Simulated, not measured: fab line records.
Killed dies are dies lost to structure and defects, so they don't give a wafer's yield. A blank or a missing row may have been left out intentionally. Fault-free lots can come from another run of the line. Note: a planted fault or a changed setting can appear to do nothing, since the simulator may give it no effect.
fab line records | flow nand-harc
record lots=10 | wafers=30 | last-day=34
route steps=1302 shown P_M1@298 P_M2@336 END@1302
lots that met no fault: from a run of the same line without faults
start-h: hours from the record's first day to the start of the lot's first wafer shown | wait-h: hours since the lot's step before | " repeats the value in the row above | L1.1+2: one row covering several wafers at once | - no value, or no start was given | * or withheld: withheld | < > ~ a bound
route shown NAME@n: names a module that has steps shown in the file, with the first one's number in the route | usual: mean/standard deviation of fault-free wafers | same: alike in all rows | chamber/n: place in a boat | sites: readings site by site | _std_site: standard deviation across them | _edge_site: outer sites' mean less inner sites' | radius-mm: for every site, how far away it sits from the centre of the wafer | mask NAME#n: copy n | behind: the tool/chamber that last shaped the wafer | hold: reason for holding the lot/hours on hold/outcome of the hold | device: which transistor (n, p or np) failed to switch | end of line: the same wafers' tests at the end of the route | step lacking rows: just its recipe | killed: dies that structure and defects cost at the first sort, which is not the same as the wafer's yield | map: the dies of a wafer, with x for killed, . for not killed, _ for no die there
set.NAME: the run value of the setting; set.NAME@STEP: its run value at that earlier step | model.NAME: the simulator's own value behind a step, which no gauge read
route steps across a sampled set of lots; one table per step, one row per wafer
services: a tool's chamber out of use, with start hour (start-h, from the record's first day; less than 0 if before it), hours out, and reason
## steps
# step NHARC_P_M1_DESCUM_14
# recipe time-s=3 | o2-flow-sccm=200 | ar-flow-sccm=0 | bias-power-w=0 | chemistry=O2
# usual chamber-pressure-mTorr=60.01/0.055 | drypump-motor-current-A=5.8/0.49 | oes-product-au=0.997/0.01 | rf-vpp-V=57.7/0.87 | showerhead-plenum-p-Torr=1.92/0.11 | throttle-valve-pct=11.312/0.01
# same time-s=3
lot.wafer | tool        | chamber | start-h | wait-h | chamber-pressure-mTorr | drypump-motor-current-A | oes-product-au | rf-hours-counter-h | rf-vpp-V | showerhead-plenum-p-Torr | throttle-valve-pct
L342.2    | rie-diel-07 | 3       | 126.99  | 0.1    | 60.02                  | 5.3                     | 0.999          | 0                  | 56.2     | 1.79                     | 11.333
L342.6    | "           | 1       | "       | "      | 60.00                  | 6.4                     | 0.989          | -                  | 57.4     | 2.07                     | 11.299
L342.5    | "           | 2       | "       | "      | 60.00                  | 5.6                     | 1.015          | -                  | 58.7     | 1.92                     | 11.305
L343.1    | rie-diel-07 | 0       | 137.49  | 0.1    | 60.04                  | 5.4                     | 0.999          | 1                  | 56.2     | 1.82                     | 11.317
L343.2    | "           | 3       | "       | "      | 60.07                  | 5.3                     | 0.991          | 0                  | 57.4     | 1.79                     | 11.311
L343.5    | "           | 1       | "       | "      | 60.09                  | 6.4                     | 1.000          | -                  | 58.6     | 2.07                     | 11.311
L346.1    | rie-diel-07 | 2       | 178.34  | 0.1    | 60.14                  | 5.7                     | 1.009          | 3                  | 58.1     | 1.92                     | 11.299
L346.2    | "           | 3       | "       | "      | 60.00                  | 5.3                     | 1.000          | 3                  | 57.0     | 1.79                     | 11.327
L346.5    | "           | 3       | "       | "      | 59.93                  | 5.3                     | 1.002          | -                  | 57.1     | 1.79                     | 11.323
L348.1    | rie-diel-11 | 0       | 194.33  | 0.1    | 59.97                  | 6.2                     | 1.004          | 28                 | 57.9     | 1.79                     | 11.300
L348.2    | "           | 1       | "       | "      | 59.88                  | 5.5                     | 1.004          | 30                 | 58.0     | 1.96                     | 11.301
L348.5    | "           | 1       | "       | "      | 59.97                  | 5.5                     | 1.003          | -                  | 57.9     | 1.96                     | 11.312
L357.3    | rie-diel-08 | 0       | 271.92  | 0.1    | 59.98                  | 5.7                     | 1.006          | 4                  | 58.3     | 2.01                     | 11.315
L357.5    | "           | 1       | "       | "      | 60.07                  | 4.9                     | 1.000          | -                  | 58.1     | 2.03                     | 11.301
L357.6    | "           | 2       | "       | "      | 60.02                  | 6.5                     | 0.991          | -                  | 56.8     | 1.91                     | 11.318
L356.1    | rie-diel-08 | 0       | 273.03  | 0.1    | 60.12                  | 5.7                     | 0.994          | 4                  | 58.1     | 2.01                     | 11.301
L356.3    | "           | 1       | "       | "      | 60.11                  | 4.9                     | 1.010          | 6                  | 58.2     | 2.03                     | 11.292
L356.6    | "           | 0       | "       | "      | 60.01                  | 5.7                     | 1.002          | -                  | 58.9     | 2.01                     | 11.329
L360.4    | rie-diel-08 | 2       | 305.62  | 0.1    | 60.09                  | 6.5                     | 0.980          | 9                  | 57.0     | 1.90                     | 11.316
L360.3    | "           | 0       | "       | "      | 60.02                  | 5.7                     | 0.996          | 7                  | 58.4     | 2.01                     | 11.327
L360.6    | "           | 2       | "       | "      | 59.95                  | 6.5                     | 0.996          | -                  | 57.5     | 1.90                     | 11.318
L362.4    | rie-diel-07 | 1       | 334.11  | 0.1    | 59.94                  | 6.4                     | 0.979          | 2                  | 59.0     | 2.06                     | 11.336
L362.1    | "           | 3       | "       | "      | 60.01                  | 5.3                     | 1.009          | 1                  | 56.5     | 1.78                     | 11.301
L362.3    | "           | 0       | "       | "      | 59.93                  | 5.4                     | 0.987          | 2                  | 57.0     | 1.81                     | 11.298
L364.3    | rie-diel-07 | 3       | 350.34  | 0.1    | 59.93                  | 5.2                     | 1.008          | 2                  | 56.2     | 1.78                     | 11.303
L364.2    | "           | 1       | "       | "      | 60.02                  | 6.4                     | 0.984          | 3                  | 58.1     | 2.06                     | 11.295
L364.5    | "           | 3       | "       | "      | 60.01                  | 5.3                     | 1.007          | -                  | 57.2     | 1.78                     | 11.302
L365.2    | rie-diel-07 | 3       | 359.58  | 0.1    | 60.06                  | 5.3                     | 1.003          | 2                  | 57.5     | 1.78                     | 11.307
L365.4    | "           | 0       | "       | "      | 60.01                  | 5.4                     | 0.992          | 3                  | 55.2     | 1.81                     | 11.316
L365.5    | "           | 1       | "       | "      | 60.04                  | 6.4                     | 0.975          | -                  | 58.2     | 2.06                     | 11.307
# step NHARC_P_M1_STRIP_18
# recipe power-w=1000 | n2-flow-sccm=150 | h2-flow-sccm=150 | ar-flow-sccm=0 | bias-w=0 | chemistry=N2/H2
# usual chamber-pressure-mTorr=30.000/0.024 | drypump-motor-current-A=5.8/0.49 | oes-product-au=0.998/0.009 | rf-vpp-V=90.8/1.1 | showerhead-plenum-p-Torr=2.04/0.11 | throttle-valve-pct=14.173/0.0097
lot.wafer | tool        | chamber | start-h | wait-h | chamber-pressure-mTorr | drypump-motor-current-A | oes-product-au | rf-hours-counter-h | rf-vpp-V | showerhead-plenum-p-Torr | throttle-valve-pct
L342.2    | rie-diel-11 | 0       | 127.35  | 0.1    | 29.997                 | 6.3                     | 1.001          | 8                  | 88.3     | 1.92                     | 14.167
L342.6    | "           | 0       | "       | "      | 29.995                 | 6.2                     | 0.997          | -                  | 89.9     | 1.92                     | 14.159
L342.5    | "           | 1       | "       | "      | 30.024                 | 5.5                     | 0.988          | -                  | 90.4     | 2.10                     | 14.181
L343.1    | rie-diel-08 | 0       | 137.87  | 0.1    | 29.985                 | 5.7                     | 1.012          | 9                  | 90.4     | 2.15                     | 14.169
L343.2    | "           | 3       | "       | "      | 29.974                 | 6.0                     | 1.008          | 11                 | 89.8     | 1.89                     | 14.176
L343.5    | "           | 1       | "       | "      | 30.042                 | 4.9                     | 1.020          | -                  | 91.3     | 2.18                     | 14.166
L346.2    | rie-diel-08 | 2       | 178.72  | 0.1    | 30.028                 | 6.5                     | 0.995          | 15                 | 89.6     | 2.03                     | 14.174
L346.1    | "           | 1       | "       | "      | 29.975                 | 4.9                     | 1.010          | 15                 | 91.4     | 2.18                     | 14.168
L346.5    | "           | 2       | "       | "      | 30.030                 | 6.5                     | 0.976          | -                  | 90.3     | 2.03                     | 14.183
L348.1    | rie-diel-11 | 0       | 194.73  | 0.1    | 30.023                 | 6.2                     | 1.009          | 28                 | 91.1     | 1.91                     | 14.159
L348.2    | "           | 1       | "       | "      | 30.027                 | 5.5                     | 1.005          | 30                 | 90.0     | 2.09                     | 14.184
L348.5    | "           | 1       | "       | "      | 30.021                 | 5.5                     | 1.002          | -                  | 91.4     | 2.09                     | 14.168
L357.3    | rie-diel-07 | 2       | 272.27  | 0.1    | 30.016                 | 5.7                     | 0.994          | 8                  | 90.7     | 2.05                     | 14.154
L357.6    | "           | 2       | "       | "      | 30.004                 | 5.7                     | 1.013          | -                  | 90.8     | 2.05                     | 14.165
L357.5    | "           | 3       | "       | "      | 30.006                 | 5.3                     | 0.996          | -                  | 88.9     | 1.90                     | 14.172
L356.3    | rie-diel-07 | 2       | 273.94  | 0.1    | 30.013                 | 5.6                     | 1.005          | 8                  | 90.1     | 2.05                     | 14.165
L356.1    | "           | 3       | "       | "      | 29.962                 | 5.3                     | 0.989          | 8                  | 90.5     | 1.90                     | 14.167
L356.6    | "           | 1       | "       | "      | 30.008                 | 6.4                     | 0.989          | -                  | 93.2     | 2.20                     | 14.189
L360.4    | rie-diel-07 | 3       | 306.02  | 0.1    | 30.018                 | 5.3                     | 0.998          | 0                  | 89.9     | 1.90                     | 14.172
L360.3    | "           | 0       | "       | "      | 29.998                 | 5.5                     | 0.999          | 0                  | 90.5     | 1.93                     | 14.165
L360.6    | "           | 2       | "       | "      | 30.013                 | 5.6                     | 0.995          | -                  | 92.4     | 2.04                     | 14.189
L362.4    | rie-diel-08 | 1       | 334.49  | 0.1    | 30.021                 | 4.9                     | 1.018          | 11                 | 92.5     | 2.17                     | 14.172
L362.1    | "           | 3       | "       | "      | 29.972                 | 6.0                     | 0.993          | 11                 | 89.9     | 1.89                     | 14.165
L362.3    | "           | 0       | "       | "      | 30.010                 | 5.7                     | 1.002          | 9                  | 92.1     | 2.15                     | 14.167
L364.3    | rie-diel-08 | 0       | 350.72  | 0.1    | 30.036                 | 5.7                     | 1.018          | 10                 | 90.2     | 2.15                     | 14.177
L364.2    | "           | 2       | "       | "      | 30.005                 | 6.5                     | 0.991          | 11                 | 90.1     | 2.03                     | 14.181
L364.5    | "           | 0       | "       | "      | 29.975                 | 5.7                     | 1.010          | -                  | 92.0     | 2.15                     | 14.166
L365.4    | rie-diel-07 | 1       | 359.97  | 0.1    | 30.010                 | 6.4                     | 0.980          | 3                  | 91.7     | 2.20                     | 14.183
L365.2    | "           | 3       | "       | "      | 30.015                 | 5.3                     | 1.004          | 2                  | 89.9     | 1.90                     | 14.170
L365.5    | "           | 1       | "       | "      | 30.005                 | 6.4                     | 0.980          | -                  | 94.4     | 2.20                     | 14.175
# step NHARC_P_M1_DEGAS_29
# recipe temp-c=250 | time-s=60
# usual heater-power-w=336/48
# same time-s=60
lot.wafer | tool           | chamber | start-h | wait-h | heater-power-w
L342.2    | pvd-sputter-03 | -       | 127.99  | -      | 403
L342.5    | "              | -       | "       | "      | 400
L342.6    | "              | -       | "       | "      | 282
L343.1    | pvd-sputter-02 | -       | 138.56  | -      | 435
L343.2    | "              | -       | "       | "      | 334
L343.5    | "              | -       | "       | "      | 449
L346.1    | pvd-sputter-01 | -       | 179.36  | -      | 251
L346.2    | "              | -       | "       | "      | 299
L346.5    | "              | -       | "       | "      | 302
L348.2    | pvd-sputter-02 | -       | 198.50  | -      | 329
L348.1    | "              | -       | "       | "      | 347
L348.5    | "              | -       | "       | "      | 327
L357.3    | pvd-sputter-03 | -       | 272.93  | -      | 382
L357.6    | "              | -       | "       | "      | 304
L357.5    | "              | -       | "       | "      | 367
L356.3    | pvd-sputter-02 | -       | 274.61  | -      | 345
L356.1    | "              | -       | "       | "      | 441
L356.6    | "              | -       | "       | "      | 330
L360.3    | pvd-sputter-02 | -       | 306.64  | -      | 326
L360.4    | "              | -       | "       | "      | 333
L360.6    | "              | -       | "       | "      | 335
L362.4    | pvd-sputter-03 | -       | 335.13  | -      | 299
L362.3    | "              | -       | "       | "      | 373
L362.1    | "              | -       | "       | "      | 363
L364.3    | pvd-sputter-02 | -       | 351.36  | -      | 328
L364.2    | "              | -       | "       | "      | 326
L364.5    | "              | -       | "       | "      | 325
L365.4    | pvd-sputter-03 | -       | 360.59  | -      | 365
L365.2    | "              | -       | "       | "      | 350
L365.5    | "              | -       | "       | "      | 361
# step NHARC_P_M2_ETCH_28
# recipe target-depth-a=300 | over-etch-frac=0.3 | time-s=72.99 | ion-energy-ev=150 | cf4-flow-sccm=50 | n2-flow-sccm=100 | ar-flow-sccm=150 | rf-w=300 | bias-w=100 | chemistry=CF4/N2
# usual chamber-pressure-mTorr=29.999/0.029 | drypump-motor-current-A=5.6/0.52 | oes-product-au=0.999/0.012 | rf-vpp-V=313.6/2 | showerhead-plenum-p-Torr=2.60/0.11 | throttle-valve-pct=19.795/0.0088
# same time-s=72.99
lot.wafer | tool        | chamber | start-h | wait-h | chamber-pressure-mTorr | drypump-motor-current-A | oes-product-au | rf-hours-counter-h | rf-vpp-V | showerhead-plenum-p-Torr | throttle-valve-pct
L342.2    | rie-diel-04 | 0       | 131.73  | -      | 29.992                 | 5.8                     | 1.001          | 6.9                | 316.2    | 2.76                     | 19.803
L342.5    | "           | 0       | "       | "      | 29.987                 | 5.8                     | 1.004          | -                  | 316.1    | 2.76                     | 19.788
L342.6    | "           | 1       | "       | "      | 30.023                 | 5.6                     | 0.993          | -                  | 311.7    | 2.50                     | 19.795
L343.2    | rie-diel-09 | 3       | 142.78  | -      | 29.970                 | 5.8                     | 1.005          | 9.7                | 314.5    | 2.57                     | 19.796
L343.1    | "           | 1       | "       | "      | 29.955                 | 4.8                     | 0.999          | 11.2               | 310.3    | 2.49                     | 19.793
L343.5    | "           | 3       | "       | "      | 29.976                 | 5.7                     | 1.005          | -                  | 312.8    | 2.57                     | 19.804
L346.2    | rie-diel-01 | 3       | 183.23  | -      | 30.004                 | 6.7                     | 1.019          | 5.9                | 315.8    | 2.78                     | 19.792
L346.1    | "           | 0       | "       | "      | 29.998                 | 5.8                     | 1.001          | 5.3                | 312.4    | 2.51                     | 19.788
L346.5    | "           | 1       | "       | "      | 30.033                 | 5.9                     | 0.997          | -                  | 315.5    | 2.69                     | 19.804
L348.2    | rie-diel-09 | 3       | 202.15  | -      | 29.959                 | 5.7                     | 0.995          | 2.9                | 313.1    | 2.57                     | 19.793
L348.1    | "           | 1       | "       | "      | 29.971                 | 4.8                     | 0.978          | 3.7                | 310.8    | 2.49                     | 19.782
L348.5    | "           | 2       | "       | "      | 29.968                 | 5.0                     | 0.991          | -                  | 313.3    | 2.51                     | 19.787
L357.3    | rie-diel-09 | 2       | 276.65  | -      | 29.999                 | 5.0                     | 0.855          | 7.5                | 312.6    | 2.51                     | 19.781
L357.5    | "           | 2       | "       | "      | 30.041                 | 5.0                     | 1.008          | -                  | 311.4    | 2.51                     | 19.784
L357.6    | "           | 3       | "       | "      | 29.971                 | 5.7                     | 0.854          | -                  | 312.2    | 2.57                     | 19.798
L356.3    | rie-diel-09 | 1       | 278.50  | -      | 30.005                 | 4.8                     | 0.852          | 7.8                | 311.5    | 2.49                     | 19.794
L356.1    | "           | 2       | "       | "      | 29.997                 | 5.0                     | 0.999          | 7.6                | 311.6    | 2.51                     | 19.781
L356.6    | "           | 0       | "       | "      | 29.982                 | 5.8                     | 0.850          | -                  | 315.6    | 2.71                     | 19.805
L360.3    | rie-diel-01 | 0       | 310.85  | -      | 29.962                 | 5.8                     | 0.990          | 4.8                | 312.0    | 2.51                     | 19.795
L360.4    | "           | 0       | "       | "      | 30.003                 | 5.8                     | 0.993          | -                  | 312.0    | 2.51                     | 19.800
L360.6    | "           | 1       | "       | "      | 30.002                 | 5.9                     | 0.999          | -                  | 313.3    | 2.69                     | 19.782
L362.3    | rie-diel-01 | 3       | 338.88  | -      | 29.997                 | 6.6                     | 1.015          | 5.9                | 315.6    | 2.78                     | 19.792
L362.1    | "           | 0       | "       | "      | 29.958                 | 5.8                     | 1.003          | 5.7                | 311.7    | 2.51                     | 19.789
L362.4    | "           | 2       | "       | "      | 30.012                 | 5.3                     | 1.000          | 7.1                | 312.1    | 2.57                     | 19.807
L364.3    | rie-diel-01 | 1       | 355.15  | -      | 30.035                 | 5.9                     | 1.015          | 7.5                | 316.7    | 2.69                     | 19.782
L364.2    | "           | 2       | "       | "      | 30.016                 | 5.3                     | 1.007          | 7.7                | 312.8    | 2.57                     | 19.800
L364.5    | "           | 3       | "       | "      | 30.025                 | 6.6                     | 1.020          | -                  | 316.5    | 2.78                     | 19.790
L365.4    | rie-diel-04 | 3       | 364.34  | -      | 30.042                 | 5.4                     | 0.989          | 0.1                | 312.9    | 2.53                     | 19.806
L365.2    | "           | 1       | "       | "      | 30.013                 | 5.5                     | 0.988          | 0.0                | 312.6    | 2.49                     | 19.806
L365.5    | "           | 3       | "       | "      | 29.988                 | 5.4                     | 1.003          | -                  | 312.5    | 2.53                     | 19.800
# step NHARC_END_SORT_01
# recipe temp-c=25
# usual defect-limited-yield=91.4/2.7 | killed-at-array=53/18 | killed-at-other=0.8/1.1 | killed-at-periphery=4.1/2.7 | killed-dies=58/18 | killed-open=3.1/1.7 | killed-short=2.7/1.7 | sort_bin_2_pct=3.0/1.2 | sort_bin_3_pct=0.6/0.37 | sort_bin_4_pct=4.9/1.5 | sort-n-pass=619/18 | sort-rim-yield-pct=91/4.1 | sort-yield-pct=91.4/2.7
# same gross-dies=677 | sort_bin_5_pct[%]=0 | sort_bin_6_pct[%]=0 | sort_bin_7_pct[%]=0 | sort_bin_8_pct[%]=0 | sort-rim-n-gross=106.00
lot.wafer | tool      | chamber | start-h | wait-h | defect-limited-yield[%] | killed-at-array | killed-at-other | killed-at-periphery | killed-dies | killed-open | killed-short | sort_bin_2_pct[%] | sort_bin_3_pct[%] | sort_bin_4_pct[%] | sort-n-pass | sort-rim-yield-pct[%] | sort-yield-pct[%]
L356.1    | prober-02 | 0       | 698.39  | 2.8    | 94.5                    | 37              | 0               | 0                   | 37          | 2           | 2            | 1.3               | 0.4               | 3.7               | 640         | 93                    | 94.5
L356.3    | prober-02 | 0       | 699.99  | 3.4    | 92.2                    | 51              | 0               | 2                   | 53          | 3           | 6            | 2.2               | 0.4               | 5.2               | 624         | 94                    | 92.2
L356.6    | prober-02 | 0       | 702.39  | 4.3    | 94.1                    | 40              | 0               | 0                   | 40          | 2           | 1            | 1.8               | 0.3               | 3.8               | 637         | 94                    | 94.1
# killed by level:class
L356.1 A_CHANNEL_HOLE_D2:chamber-film-flake=14 A_CHANNEL_HOLE_D1:chamber-film-flake=6 A_SLIT:chamber-film-flake=4 A_DECK1_JOINT:chamber-film-flake=3 A_WL_FILL:chamber-film-flake=3 A_ONON_D2:geometric-particle:open=2 A_SGD_CUT:geometric-particle:short=1 A_WL_FILL:geometric-particle:short=1
L356.3 A_CHANNEL_HOLE_D2:chamber-film-flake=25 A_CHANNEL_HOLE_D1:chamber-film-flake=11 A_WL_FILL:chamber-film-flake=3 A_ONON_D2:geometric-particle:open=2 A_SLIT:chamber-film-flake=2 A_CONTACT:chamber-film-flake=2 P_GATE:geometric-particle:open=1 P_GATE:geometric-particle:short=1
L356.6 A_CHANNEL_HOLE_D2:chamber-film-flake=22 A_WL_FILL:chamber-film-flake=6 A_CHANNEL_HOLE_D1:chamber-film-flake=5 A_M0:geometric-particle:open=2 A_CHANNEL_FILL_D1:chamber-film-flake=2 A_SLIT:chamber-film-flake=2 A_ONON_D2:geometric-particle:short=1
## services
tool           | chamber | start-h | hours | kind
pvd-sputter-02 | -       | 104.01  | 10.0  | pm
rie-diel-09    | 3       | 105.41  | 3.6   | repair
rie-diel-08    | -       | 116.25  | 0.4   | repair
rie-diel-07    | -       | 117.21  | 9.0   | pm
rie-diel-08    | 0       | 118.73  | 12.2  | repair
pvd-sputter-03 | -       | 137.19  | 3.6   | repair
rie-diel-09    | -       | 143.10  | 9.0   | pm
pvd-sputter-03 | -       | 143.25  | 6.1   | repair
rie-diel-01    | -       | 151.81  | 0.9   | repair
rie-diel-08    | 2       | 152.58  | 1.3   | repair
pvd-sputter-03 | -       | 170.00  | 10.0  | pm
pvd-sputter-02 | -       | 187.08  | 1.6   | repair
rie-diel-08    | -       | 191.05  | 9.0   | pm
rie-diel-08    | 2       | 203.25  | 12.5  | repair
pvd-sputter-02 | -       | 231.66  | 0.9   | repair
rie-diel-08    | 0       | 235.14  | 17.7  | repair
rie-diel-07    | -       | 245.14  | 1.2   | repair
rie-diel-07    | 3       | 258.78  | 8.9   | repair
rie-diel-08    | 3       | 272.12  | 7.2   | repair
pvd-sputter-02 | -       | 282.01  | 10.0  | pm
rie-diel-07    | -       | 294.21  | 9.0   | pm
rie-diel-07    | 3       | 315.48  | 13.7  | repair
rie-diel-08    | -       | 333.82  | 0.5   | repair
rie-diel-08    | 2       | 339.63  | 3.4   | repair
## key
first-sign step=NHARC_P_M2_ETCH_28 | reading=oes-product-au | direction=down | sigmas=13 | usual=0.999 | struck=0.853
effect none on later readings
met-at NHARC_P_M2_ETCH_28
struck-lots L356,L357
struck-wafers L356.3,L356.6,L357.3,L357.6
not-acting-at NHARC_P_M1_DESCUM_14,NHARC_P_M1_STRIP_18,NHARC_P_M1_DEGAS_29
onset-between 202.15 276.65
fault kind=process-parameter-drift | tool=rie-diel-09 | chamber=- | onset-h=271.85 | steps=NHARC_P_M2_ETCH_28 | channel=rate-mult | offset=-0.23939 | shape=step | end-h=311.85 | scope=struck-wafers-only
